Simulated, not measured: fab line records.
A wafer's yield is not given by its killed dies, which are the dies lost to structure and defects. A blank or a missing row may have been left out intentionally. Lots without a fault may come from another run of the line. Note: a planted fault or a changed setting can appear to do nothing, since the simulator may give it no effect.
Chamber matching -- flow nand-harc -- NHARC_THIN_TSV_ETCH_15 on rie-si-01 has 4 sister chambers
The step target depth 3000 nm, bosch target overetch cycles 2, bosch etch step 2.8 s. 4 wafers are shown with their chamber, then 7 later ones without.

== WAFERS PAIRED WITH THEIR CHAMBERS ==
wafer,chamber,drypump-motor-current-A (A)
L128.2,2,6.0
L132.1,0,5.2
L133.1,1,5.4
L133.3,3,5.6

== WAFERS WITH NO CHAMBER GIVEN ==
wafer,drypump-motor-current-A (A)
L133.6,5.7
L139.3,5.7
L139.5,6.0
L139.6,5.6
L145.2,5.4
L145.3,6.0
L145.6,5.2

== EACH ONE'S CHAMBER ==
wafer,from the rows above,in truth
L133.6,3,3
L139.3,3,3
L139.5,2,2
L139.6,3,3
L145.2,1,1
L145.3,2,2
L145.6,0,0
Correct placement for 7 of the 7. Left unplaced by these rows: 0. Number placed wrongly: 0.
How it was worked out, from the rows above alone: a wafer's distance from a chamber is the root of the sum, over the readings, of the square of ((its reading less the chamber's mean) divided by the reading's scatter). The wafer belongs to the nearest chamber; if the next one is less than 2 further off, it can't be placed. For every chamber, the mean is computed from those of its wafers that are shown. The scatter: root of mean squared gap, hidden wafer to nearest shown wafer, with one shown wafer a chamber.
